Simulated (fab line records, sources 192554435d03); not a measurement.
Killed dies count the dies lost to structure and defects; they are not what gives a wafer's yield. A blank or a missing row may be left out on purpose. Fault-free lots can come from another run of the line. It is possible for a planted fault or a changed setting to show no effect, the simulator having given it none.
Which tool was responsible? | flow n5-finfet | Sampling: 8 lots, 22 wafers, 7 of 1938 route steps

## WHAT EACH GAUGE READ, for each wafer
N5_BEOL_M0_SAQP_INSPECT_42: inspects for defects (brightfield). Usual: raw-defect-count 325, standard deviation 84.
lot  | measured     | on                | raw-defect-count | flag
L352 | day 5 22:38  | defect-inspect-01 | 384 342 367      |
L361 | day 8 19:05  | defect-inspect-02 | 1335 1409 274    | OFF
L364 | day 8 23:35  | defect-inspect-01 | 182 216 274      |
L365 | day 9 01:52  | defect-inspect-01 | 372 312 294      |
L370 | day 10 06:08 | defect-inspect-01 | 313 375 439      |
L372 | day 10 20:28 | defect-inspect-01 | 279 227          |
L373 | day 11 17:22 | defect-inspect-01 | 395 196          |
L374 | day 11 22:36 | defect-inspect-02 | 385 559 469      |

N5_BEOL_M0_CUTY_INSPECT_59: inspects for defects (macro). Usual: raw-defect-count 2.0, standard deviation 1.3.
lot  | measured     | on                | raw-defect-count | flag
L352 | day 6 00:02  | defect-inspect-01 | 1 0 2            |
L361 | day 8 22:18  | defect-inspect-01 | >300 >300 1      |
L364 | day 9 01:13  | defect-inspect-01 | 1 1 0            |
L365 | day 9 03:23  | defect-inspect-02 | 0 2 5            |
L370 | day 10 07:35 | defect-inspect-01 | 2 2 3            |
L372 | day 10 21:52 | defect-inspect-02 | 2 3              |
L373 | day 11 18:52 | defect-inspect-01 | 0 2              |
L374 | day 12 00:04 | defect-inspect-01 | 1 3 1            |

N5_BEOL_M4_RC_MEAS_101. Usual: DIBL_N 36.2 mV/V, standard deviation 1.5; DIBL_P 36.4 mV/V, standard deviation 2.1; IOFF_N 0.16 nA/um, standard deviation 0.031; IOFF_P 0.21 nA/um, standard deviation 0.037; ION_N 679 uA/um, standard deviation 11; ION_P 465 uA/um, standard deviation 7.7; SS_N 71.4 mV/dec, standard deviation 0.55; SS_P 73.2 mV/dec, standard deviation 0.63; VT_N 249 mV, standard deviation 3.3; VT_P -250 mV, standard deviation 3.4.
lot  | measured     | on        | DIBL_N (mV/V)  | DIBL_P (mV/V)  | IOFF_N (nA/um) | IOFF_P (nA/um) | ION_N (uA/um) | ION_P (uA/um) | SS_N (mV/dec)  | SS_P (mV/dec)  | VT_N (mV)   | VT_P (mV)      | flag
L352 | day 8 03:11  | prober-02 | 36.6 37.2 39.9 | 38.2 38.7 40.6 | 0.15 0.17 0.22 | 0.21 0.21 0.24 | 675 677 694   | 463 462 465   | 72.2 71.7 72.0 | 74.0 73.7 74.3 | 249 247 244 | -253 -252 -250 |
L361 | day 11 00:33 | prober-01 | 37.2 35.9 39.3 | 35.5 34.6 39.4 | 0.14 0.13 0.20 | 0.16 0.15 0.22 | 685 672 696   | 457 448 471   | 71.5 70.8 72.7 | 72.6 72.3 73.3 | 251 253 247 | -257 -257 -256 |
L364 | day 11 07:14 | prober-02 | 38.8 34.0 37.5 | 39.5 34.5 38.3 | 0.22 0.14 0.20 | 0.29 0.21 0.27 | 700 680 692   | 477 470 481   | 72.2 70.5 72.0 | 73.8 72.9 73.9 | 244 250 248 | -246 -247 -247 |
L365 | day 11 13:28 | prober-01 | 38.1 36.2 38.5 | 37.1 34.5 36.3 | 0.21 0.17 0.20 | 0.23 0.20 0.22 | 688 685 688   | 457 465 464   | 72.2 71.8 71.9 | 73.6 73.4 73.7 | 243 244 248 | -248 -252 -250 |
L370 | day 12 18:06 | prober-01 | 38.9 36.7 36.8 | 39.7 36.8 36.7 | 0.17 0.14 0.15 | 0.22 0.18 0.19 | 672 672 663   | 453 453 451   | 71.4 71.7 70.7 | 73.8 72.7 72.7 | 251 252 248 | -253 -253 -253 |
L372 | day 12 21:07 | prober-01 | 35.5 35.4      | 35.1 33.6      | 0.15 0.14      | 0.22 0.20      | 683 669       | 473 465       | 71.0 71.5      | 74.0 72.4      | 248 253     | -249 -250      |
L373 | day 13 20:05 | prober-01 | 33.8 36.4      | 33.1 36.4      | 0.12 0.17      | 0.17 0.22      | 663 692       | 462 474       | 70.7 71.4      | 72.3 73.4      | 251 245     | -253 -247      |
L374 | day 14 03:27 | prober-01 | 38.0 35.9 34.6 | 39.9 36.3 34.2 | 0.19 0.15 0.13 | 0.26 0.20 0.17 | 672 660 675   | 464 453 457   | 71.5 71.2 71.2 | 73.8 73.0 72.9 | 249 252 250 | -245 -250 -249 |

## EACH LOT AND THE TOOL THAT RAN IT (in order: tool; ch and the chambers of the sampled wafers; start)
lot  | N5_BEOL_M0_SAQP_ETCH_107          | N5_BEOL_M0_SAQP_RECESS_109         | N5_BEOL_M0_SAQP_CUT_ETCH_46        | N5_BEOL_M0_SAQP_STRIP_75
L352 | rie-diel-06 ch 0,2,3, day 5 21:04 | vapor-etch-01 ch 0,1, day 5 21:13  | rie-diel-05 ch 0,3, day 5 22:45    | rie-diel-04 ch 1,2,3, day 5 23:43
L361 | rie-diel-06 ch 2,3, day 8 14:46   | vapor-etch-01 ch 0,1, day 8 17:24  | rie-diel-04 ch 0,1,3, day 8 19:34  | rie-diel-04 ch 0,1,3, day 8 21:51
L364 | rie-diel-04 ch 2,3, day 8 20:14   | vapor-etch-01 ch 0,1, day 8 20:28  | rie-diel-06 ch 0,1,3, day 8 23:44  | rie-diel-04 ch 0,1,3, day 9 00:46
L365 | rie-diel-05 ch 1,2,3, day 8 23:56 | vapor-etch-01 ch 0,1, day 9 00:02  | rie-diel-05 ch 0,2,3, day 9 02:05  | rie-diel-06 ch 0,2,3, day 9 02:56
L370 | rie-diel-04 ch 0,3, day 10 04:23  | vapor-etch-02 ch 0,1, day 10 04:43 | rie-diel-04 ch 0,2,3, day 10 06:19 | rie-diel-04 ch 0,1,3, day 10 07:08
L372 | rie-diel-04 ch 1,2, day 10 18:55  | vapor-etch-02 ch 1, day 10 19:01   | rie-diel-05 ch 1,2, day 10 20:34   | rie-diel-05 ch 2, day 10 21:25
L373 | rie-diel-04 ch 0,2, day 11 15:51  | vapor-etch-02 ch 0, day 11 15:58   | rie-diel-04 ch 0,1, day 11 17:29   | rie-diel-05 ch 1,2, day 11 18:25
L374 | rie-diel-04 ch 1,3, day 11 20:48  | vapor-etch-02 ch 1, day 11 20:54   | rie-diel-05 ch 0,1,3, day 11 22:47 | rie-diel-04 ch 1,2,3, day 11 23:37
- N5_BEOL_M0_SAQP_ETCH_107: etches SiNx in CH3F/O2, target depth 30 nm.
- N5_BEOL_M0_SAQP_RECESS_109: chemistry HF/NH3, target SiO2, target depth 3 nm, afs cycles 1, sublimation time 60 s.
- N5_BEOL_M0_SAQP_CUT_ETCH_46: etches SOC in N2/H2, target depth 135 nm, overetch 27 nm, time 202.5 s.
- N5_BEOL_M0_SAQP_STRIP_75: strips in CF4.

## WHAT THE TOOLS THEMSELVES READ (means of the sampled wafers that have a number; where no wafer has one, the mark that the record gives instead)
N5_BEOL_M0_SAQP_ETCH_107. Usual: drypump-motor-current-A 5.7 A, standard deviation 0.41; oes-product-au 0.80 a.u., standard deviation 0.087; rf-vpp-V 297 V, standard deviation 4.2; showerhead-plenum-p-Torr 2.03 Torr, standard deviation 0.085; throttle-valve-pct 16.41 %, standard deviation 0.26.
lot  | tool        | drypump-motor-current-A (A) | oes-product-au (a.u.) | rf-vpp-V (V) | showerhead-plenum-p-Torr (Torr) | throttle-valve-pct (%) | flag
L352 | rie-diel-06 | 5.8                         | 0.85                  | 300          | 2.11                            | 16.38                  |
L361 | rie-diel-06 | 5.6                         | 0.87                  | 299          | 2.10                            | 16.15                  |
L364 | rie-diel-04 | 5.8                         | 0.71                  | 296          | 2.01                            | 16.70                  |
L365 | rie-diel-05 | 5.2                         | 0.75                  | 294          | 1.93                            | 16.47                  |
L370 | rie-diel-04 | 6.2                         | 0.79                  | 292          | 2.04                            | 16.66                  |
L372 | rie-diel-04 | 5.8                         | 0.69                  | 300          | 1.98                            | 16.55                  |
L373 | rie-diel-04 | 5.9                         | 0.75                  | 295          | 1.96                            | 16.66                  |
L374 | rie-diel-04 | 6.0                         | 0.70                  | 300          | 2.06                            | 16.56                  |

N5_BEOL_M0_SAQP_RECESS_109. Usual: drypump-motor-current-A 5.71 A, standard deviation 0.23.
lot  | tool          | drypump-motor-current-A (A) | flag
L352 | vapor-etch-01 | 5.66                        |
L361 | vapor-etch-01 | 5.56                        |
L364 | vapor-etch-01 | 5.66                        |
L365 | vapor-etch-01 | 5.56                        |
L370 | vapor-etch-02 | 5.89                        |
L372 | vapor-etch-02 | 6.01                        |
L373 | vapor-etch-02 | 5.81                        |
L374 | vapor-etch-02 | 6.00                        |

N5_BEOL_M0_SAQP_CUT_ETCH_46. Usual: drypump-motor-current-A 5.6 A, standard deviation 0.41; rf-vpp-V 524.5 V, standard deviation 2.9; showerhead-plenum-p-Torr 2.57 Torr, standard deviation 0.1; throttle-valve-pct 17.86 %, standard deviation 0.26.
lot  | tool        | drypump-motor-current-A (A) | rf-vpp-V (V) | showerhead-plenum-p-Torr (Torr) | throttle-valve-pct (%) | flag
L352 | rie-diel-05 | 5.7                         | 521.9        | 2.47                            | 17.75                  |
L361 | rie-diel-04 | 6.1                         | 524.9        | 2.60                            | 17.92                  |
L364 | rie-diel-06 | 5.5                         | 529.2        | 2.70                            | 17.65                  |
L365 | rie-diel-05 | 5.3                         | 522.4        | 2.49                            | 17.93                  |
L370 | rie-diel-04 | 5.9                         | 523.7        | 2.53                            | 18.05                  |
L372 | rie-diel-05 | 5.2                         | 522.8        | 2.51                            | 18.11                  |
L373 | rie-diel-04 | 6.2                         | 526.1        | 2.58                            | 17.88                  |
L374 | rie-diel-05 | 5.5                         | 521.2        | 2.44                            | 17.93                  |

N5_BEOL_M0_SAQP_STRIP_75. Usual: value, then standard deviation, for each; bias-power-w 75.04 W / 0.24; cf4-flow-sccm 150.1 sccm / 0.45; drypump-motor-current-A 5.6 A / 0.41; oes-product-au 0.187 a.u. / 0.019; rf-vpp-V 271.7 V / 1.6; showerhead-plenum-p-Torr 1.83 Torr / 0.074; throttle-valve-pct 13.61 % / 0.29.
lot  | tool        | bias-power-w (W) | cf4-flow-sccm (sccm) | drypump-motor-current-A (A) | oes-product-au (a.u.) | rf-vpp-V (V) | showerhead-plenum-p-Torr (Torr) | throttle-valve-pct (%) | flag
L352 | rie-diel-04 | 75.20            | 150.2                | 5.8                         | 0.166                 | 271.4        | 1.82                            | 13.84                  |
L361 | rie-diel-04 | 75.13            | 149.8                | 6.1                         | 0.174                 | 271.3        | 1.84                            | 13.83                  |
L364 | rie-diel-04 | 75.01            | 149.9                | 6.0                         | 0.172                 | 271.7        | 1.84                            | 13.82                  |
L365 | rie-diel-06 | 75.13            | 150.1                | 5.8                         | 0.202                 | 273.2        | 1.88                            | 13.44                  |
L370 | rie-diel-04 | 74.98            | 150.0                | 6.1                         | 0.175                 | 272.0        | 1.84                            | 13.84                  |
L372 | rie-diel-05 | 75.19            | 149.9                | 4.9                         | 0.176                 | 270.6        | 1.82                            | 13.92                  |
L373 | rie-diel-05 | 75.00            | 150.0                | 5.2                         | 0.178                 | 271.0        | 1.77                            | 13.81                  |
L374 | rie-diel-04 | 75.24            | 149.9                | 5.9                         | 0.161                 | 270.8        | 1.81                            | 13.93                  |

## THE ANSWER, worked out from the rows above alone
Rule: a lot is off if the mean of its wafers that have a number lies more than 3 standard deviations from the usual mean. Also off: a lot with no number at a reading for which 4 or more lots have one. Any other lot the step has rows for is counted as sound. After the gauges, taken in route order, come the tools' own readings; for these a lot's mean is taken, as printed above. At the first step where some lot is off, the reading lying furthest off is the one used; lots without a number count as furthest.
Off, at N5_BEOL_M0_SAQP_INSPECT_42 on raw-defect-count: L361.
If a tool, at a process step before that reading, ran all the lots that are off and no sound lot after the first of them, it fits. Those tools and the gauges at N5_BEOL_M0_SAQP_INSPECT_42 are tried in the same way. One fits: rie-diel-06 at N5_BEOL_M0_SAQP_ETCH_107. A fault onset in the window from L352 (day 5 21:04, its last sound lot) to L361 (day 8 14:46, its first lot off) fits.

## WHAT HAD BEEN PUT IN BY THE SIMULATOR
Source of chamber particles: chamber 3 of rie-diel-06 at N5_BEOL_M0_SAQP_ETCH_107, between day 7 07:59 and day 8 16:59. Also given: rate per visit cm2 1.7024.
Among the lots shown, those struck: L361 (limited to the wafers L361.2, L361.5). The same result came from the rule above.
